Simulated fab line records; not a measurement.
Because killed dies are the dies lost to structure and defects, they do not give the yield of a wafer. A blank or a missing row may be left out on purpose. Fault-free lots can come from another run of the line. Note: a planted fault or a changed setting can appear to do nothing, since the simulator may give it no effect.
Chamber matching :: flow n5_finfet :: rie_diel-01 running N5_BEOL_M10_ETCH_61: 4 sister chambers
The step etches SiARC in CF4, target depth 39 nm, time 65 s. 8 wafers are shown with their chamber, then 8 later ones without.

## WAFERS WITH THEIR CHAMBER
wafer: L076.2
chamber: 3
drypump_motor_current_A (A): 5.6
throttle_valve_pct (%): 15.92

wafer: L077.5
chamber: 3
drypump_motor_current_A (A): 5.6
throttle_valve_pct (%): 15.93

wafer: L079.3
chamber: 1
drypump_motor_current_A (A): 6.1
throttle_valve_pct (%): 15.66

wafer: L079.4
chamber: 0
drypump_motor_current_A (A): 5.4
throttle_valve_pct (%): 15.48

wafer: L083.4
chamber: 0
drypump_motor_current_A (A): 5.4
throttle_valve_pct (%): 15.49

wafer: L083.5
chamber: 2
drypump_motor_current_A (A): 4.9
throttle_valve_pct (%): 15.30

wafer: L083.6
chamber: 1
drypump_motor_current_A (A): 6.2
throttle_valve_pct (%): 15.69

wafer: L084.2
chamber: 2
drypump_motor_current_A (A): 4.9
throttle_valve_pct (%): 15.33

## WAFERS WITH NO CHAMBER GIVEN
wafer: L084.4
drypump_motor_current_A (A): 5.4
throttle_valve_pct (%): 15.51

wafer: L084.6
drypump_motor_current_A (A): 4.9
throttle_valve_pct (%): 15.33

wafer: L089.4
drypump_motor_current_A (A): 4.9
throttle_valve_pct (%): 15.35

wafer: L089.5
drypump_motor_current_A (A): 4.9
throttle_valve_pct (%): 15.33

wafer: L089.6
drypump_motor_current_A (A): 5.6
throttle_valve_pct (%): 15.47

wafer: L090.1
drypump_motor_current_A (A): 5.6
throttle_valve_pct (%): 15.48

wafer: L090.2
drypump_motor_current_A (A): 4.9
throttle_valve_pct (%): 15.33

wafer: L090.3
drypump_motor_current_A (A): 5.4
throttle_valve_pct (%): 15.55

## THE CHAMBER EACH PASSED THROUGH
wafer: L084.4
from the rows above: 0
in truth: 0

wafer: L084.6
from the rows above: 2
in truth: 2

wafer: L089.4
from the rows above: 2
in truth: 2

wafer: L089.5
from the rows above: 2
in truth: 2

wafer: L089.6
from the rows above: 0
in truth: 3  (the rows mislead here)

wafer: L090.1
from the rows above: 0
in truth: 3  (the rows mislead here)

wafer: L090.2
from the rows above: 2
in truth: 2

wafer: L090.3
from the rows above: 0
in truth: 0
Placed correctly: 6 of 8. From these rows, 0 cannot be placed. Wrongly placed: 2.
How it was worked out, from the rows above alone: a wafer's distance from a chamber is the root of the sum, over the readings, of the square of ((its reading less the chamber's mean) divided by the reading's scatter). The wafer belongs to the nearest chamber; if the next one is less than 2 further off, it can't be placed. Each chamber's mean is taken over the wafers shown for it. The scatter: take each reading less its chamber's mean, square it, sum over the shown wafers, divide by the number of wafers less the number of chambers, and take the root.
